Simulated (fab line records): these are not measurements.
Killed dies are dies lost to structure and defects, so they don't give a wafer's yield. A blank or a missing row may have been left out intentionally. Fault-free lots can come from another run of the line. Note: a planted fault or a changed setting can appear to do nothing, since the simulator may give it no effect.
Which tool did it? -- flow n5_finfet -- Sampling: 11 lots, 33 wafers, 3 of 1938 route steps

## WHAT THE GAUGES READ, wafer by wafer
N5_FIN_CUT_CD_MEAS_08: the cd target is 29.1 nm.
lot,measured,on,cd_nm (nm)
L075,day 2 10:37,cd_sem-01,28.94 28.82 29.02
L077,day 2 23:30,cd_sem-01,28.90 29.35 28.80
L079,day 3 09:33,cd_sem-02,29.15 28.89 28.93
L081,day 3 22:25,cd_sem-01,29.03 28.93 29.20
L083,day 4 10:02,cd_sem-03,29.15 29.14 29.15
L085,day 5 01:54,cd_sem-02,29.04 29.41 29.16
L088,day 5 17:20,cd_sem-01,29.27 29.11 29.08
L090,day 6 03:29,cd_sem-01,28.95 29.41 29.36
L092,day 6 16:28,cd_sem-03,29.15 29.04 28.68
L094,day 7 03:14,cd_sem-02,29.07 28.98 28.98
L096,day 7 15:10,cd_sem-02,29.29 29.31 29.22

## WHAT TOOL EACH LOT RAN ON (gives the tool, then ch and the chambers of the sampled wafers, and finally the start)
lot,N5_FIN_SAQP_SPACER1_ETCHBACK_25,N5_FIN_SAQP_HM_CD_35
L075,"rie_diel-03 ch 0,1,2, day 2 07:52","cd_sem-02, day 2 09:53"
L077,"rie_diel-03 ch 0,1,3, day 2 20:25","cd_sem-01, day 2 22:53"
L079,"rie_diel-06 ch 0,3, day 3 06:50","cd_sem-01, day 3 08:56"
L081,"rie_diel-02 ch 2,3, day 3 19:16","cd_sem-01, day 3 21:31"
L083,"rie_diel-03 ch 1,3, day 4 07:01","cd_sem-01, day 4 09:24"
L085,"rie_diel-02 ch 0,1,2, day 4 21:17","cd_sem-01, day 5 01:17"
L088,"rie_diel-02 ch 0,1,2, day 5 14:21","cd_sem-02, day 5 16:42"
L090,"rie_diel-03 ch 0,2,3, day 5 23:47","cd_sem-01, day 6 02:44"
L092,"rie_diel-06 ch 1,2, day 6 13:04","cd_sem-01, day 6 15:50"
L094,"rie_diel-06 ch 2,3, day 6 23:58","cd_sem-02, day 7 02:36"
L096,"rie_diel-02 ch 0,1,2, day 7 12:22","cd_sem-02, day 7 14:33"
- N5_FIN_SAQP_SPACER1_ETCHBACK_25: etches SiO2 in CHF3/O2, target depth 24.4 nm, time 12.2 s.
- N5_FIN_SAQP_HM_CD_35: target cd 8 nm.

## THE ANSWER, worked out from the rows above alone
Rule: the usual values come from the lots themselves. Put in order of their means at a reading, lots are off if they are a third of the lots or fewer, leave a main group of 4 or more, and stand apart from it by a gap of 3 or more times the standard deviation of the main group's means; of several such gaps the widest counts. If all means in a main group match to the digits the tables above print for the reading, that group is not used. A lot without any number at a reading at which 4 lots or more have one is off too. The other lots that the step has rows for count as sound.
Across all readings shown, no lot is off: no conclusion can be drawn from this.

## WHAT THE SIMULATOR HAD PUT IN
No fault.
